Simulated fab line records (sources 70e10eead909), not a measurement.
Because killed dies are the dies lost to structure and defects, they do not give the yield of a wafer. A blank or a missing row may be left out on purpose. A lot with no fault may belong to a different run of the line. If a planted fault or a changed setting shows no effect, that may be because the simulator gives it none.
Comparing a struck lot with a sound one || flow nand-harc || 14 steps out of a route of 1159
Sound: these wafers, L205.3, L205.4, L205.5. Struck: wafers L199.1, L199.4, L199.6. Last of all comes the cause.
Each step with rows lists, per side, the tool, then ch with its chambers, then its first start. Under that, the readings that differ: sound wafers || struck wafers || difference of the means || sigmas: that difference in standard deviations of wafers without a fault.
alike: words and numbers the same on both sides, and readings whose means are apart by under 2 such deviations; not compared: readings that were withheld, readings missing a value for some wafer, numbers with overlapping values and no deviation given by the record, and bounds like >300 which may hide the same value.
Wherever a step has rows on one side only, a row that says differs or no value, or a row with sigmas, the two part there. Numbers that don't overlap but have no deviation are shown without sigmas and don't part them. A reading missing from all wafers of one side parts the sides only when that side holds two or more wafers.

first, 6 steps without rows for these wafers: NHARC_A_CONTACT_COAT_63 (resist thk 90 nm); NHARC_A_CONTACT_SOFTBAKE_64 (time 55 s); NHARC_A_CONTACT_EBR_65; NHARC_A_CONTACT_EXPOSE_66 (exposes mask A CC 2); NHARC_A_CONTACT_PEB_67 (peb time 65 s); NHARC_A_CONTACT_DEVELOP_68 (develop time 35 s).
NHARC_A_CONTACT_CD_MEAS_69: target cd 200 nm.
  sound on cd-sem-03 ch 0, day 20 10:19; struck on cd-sem-01 ch 0, day 19 16:29
  alike: cd-nm
NHARC_A_CONTACT_OVL_MEAS_70:
  struck on overlay-02, day 19 16:35; sound on overlay-02, day 20 10:24
{"reading": "overlay-y-nm (nm)", "sound": "-2.0 -0.9 -1.3", "struck": "2.0 2.5 2.0", "difference": "+3.6", "sigmas": "+4"}
  alike: overlay-x-nm
NHARC_A_CONTACT_INSPECT_71:
  struck on defect-inspect-01, day 19 16:37; sound on defect-inspect-01, day 20 10:26
  alike: raw-defect-count
NHARC_A_CONTACT_DESCUM_74: chemistry O2, time 3 s.
  sound on rie-diel-05 ch 0,2, day 20 10:30; struck on rie-diel-05 ch 0,2,3, day 19 16:40
  alike: drypump-motor-current-A, oes-product-au, rf-vpp-V, showerhead-plenum-p-Torr, throttle-valve-pct
  not compared: rf-hours-counter-h
NHARC_A_CONTACT_ETCH_75: etches the open film in CF4, target depth 39 nm, time 65 s.
  sound on rie-diel-05 ch 1,2,3, day 20 10:35; struck on rie-diel-05 ch 2,3, day 19 16:46
  alike: bias-w, cf4-flow-sccm, drypump-motor-current-A, oes-product-au, rf-vpp-V, showerhead-plenum-p-Torr, throttle-valve-pct
  not compared: rf-hours-counter-h
NHARC_A_CONTACT_ETCH_76: etches the open film in N2/H2, target depth 260 nm, time 475.3 s.
  sound on rie-diel-05 ch 0,2,3; struck on rie-diel-05 ch 0,1
  alike: bias-w, chamber-pressure-mTorr, drypump-motor-current-A, oes-product-au, rf-vpp-V, showerhead-plenum-p-Torr, throttle-valve-pct
  not compared: rf-hours-counter-h
NHARC_A_CONTACT_ETCH_77: etches the open film in CF4/CHF3, target depth 72.6 nm, time 36.3 s.
  sound on rie-diel-05 ch 0,3, day 20 11:02; struck on rie-diel-05 ch 0,1,2, day 19 17:13
  no value came back on the struck wafers for any of 7 readings (bias-w (W), cf4-flow-sccm (sccm) and others); on the sound wafers bias-w (W) reads 200.4 199.0 199.9
  not compared: rf-hours-counter-h
NHARC_A_CONTACT_ETCH_78: etches the open film in O2/COS, target depth 2800 nm, time 728 s.
  sound on rie-diel-05 ch 0,1,2; struck on rie-diel-05 ch 0,2,3
  alike: bias-w, chamber-pressure-mTorr, drypump-motor-current-A, oes-product-au, rf-vpp-V, showerhead-plenum-p-Torr, throttle-valve-pct
  not compared: rf-hours-counter-h

== WHERE THEY PART ==
Last at NHARC_A_CONTACT_ETCH_77 as far as this record goes, first at NHARC_A_CONTACT_OVL_MEAS_70. Later steps at which nothing parts them and some readings are alike: NHARC_A_CONTACT_ETCH_78.

WHY: what the simulator had put in
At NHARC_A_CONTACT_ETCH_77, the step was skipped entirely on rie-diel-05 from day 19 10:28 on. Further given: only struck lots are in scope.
